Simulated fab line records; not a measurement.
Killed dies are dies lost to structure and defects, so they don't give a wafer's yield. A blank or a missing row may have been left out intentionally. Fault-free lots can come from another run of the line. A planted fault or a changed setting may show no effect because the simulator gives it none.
Chamber matching -- flow nand harc -- NHARC_A_STAIRCASE_CMP_152 on cmp-02: 4 sister chambers
The step polishes. 8 wafers are shown with their chamber, then 12 later ones without.

== WAFERS WITH THEIR CHAMBER ==
wafer,chamber,motor current A (A)
L079.6,2,13.2
L082.1,2,12.2
L086.5,1,12.4
L087.5,0,12.9
L087.6,3,11.6
L089.1,0,13.0
L089.2,1,12.6
L089.3,3,11.3

== WAFERS WITH NO CHAMBER GIVEN ==
wafer,motor current A (A)
L091.2,12.2
L091.4,12.5
L091.5,12.3
L091.1,13.1
L091.3,13.1
L091.6,12.7
L093.1,13.3
L093.2,12.2
L093.5,12.7
L095.1,13.1
L095.2,10.9
L095.5,12.3

== WHICH CHAMBER EACH ONE RAN IN ==
wafer,from the rows above,in truth
L091.2,can't be placed: 1 or 2 or 0 or 3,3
L091.4,can't be placed: 1 or 2 or 0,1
L091.5,can't be placed: 1 or 2 or 0 or 3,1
L091.1,can't be placed: 0 or 2 or 1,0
L091.3,can't be placed: 0 or 2 or 1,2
L091.6,can't be placed: 2 or 1 or 0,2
L093.1,can't be placed: 0 or 2 or 1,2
L093.2,can't be placed: 1 or 2 or 0 or 3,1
L093.5,can't be placed: 2 or 1 or 0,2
L095.1,can't be placed: 0 or 2 or 1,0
L095.2,3,3
L095.5,can't be placed: 1 or 2 or 0 or 3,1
Correct placement for 1 of the 12. Not placeable from these rows: 11 (in 11, the candidates include the true chamber). Number placed wrongly: 0.
How it was worked out, from the rows above alone: a wafer's distance from a chamber is the root of the sum, over the readings, of the square of ((its reading less the chamber's mean) divided by the reading's scatter). The wafer belongs to the nearest chamber; if the next one is less than 2 further off, it can't be placed. A chamber's mean is the mean of its shown wafers. The scatter: take each reading less its chamber's mean, square it, sum over the shown wafers, divide by the number of wafers less the number of chambers, and take the root.
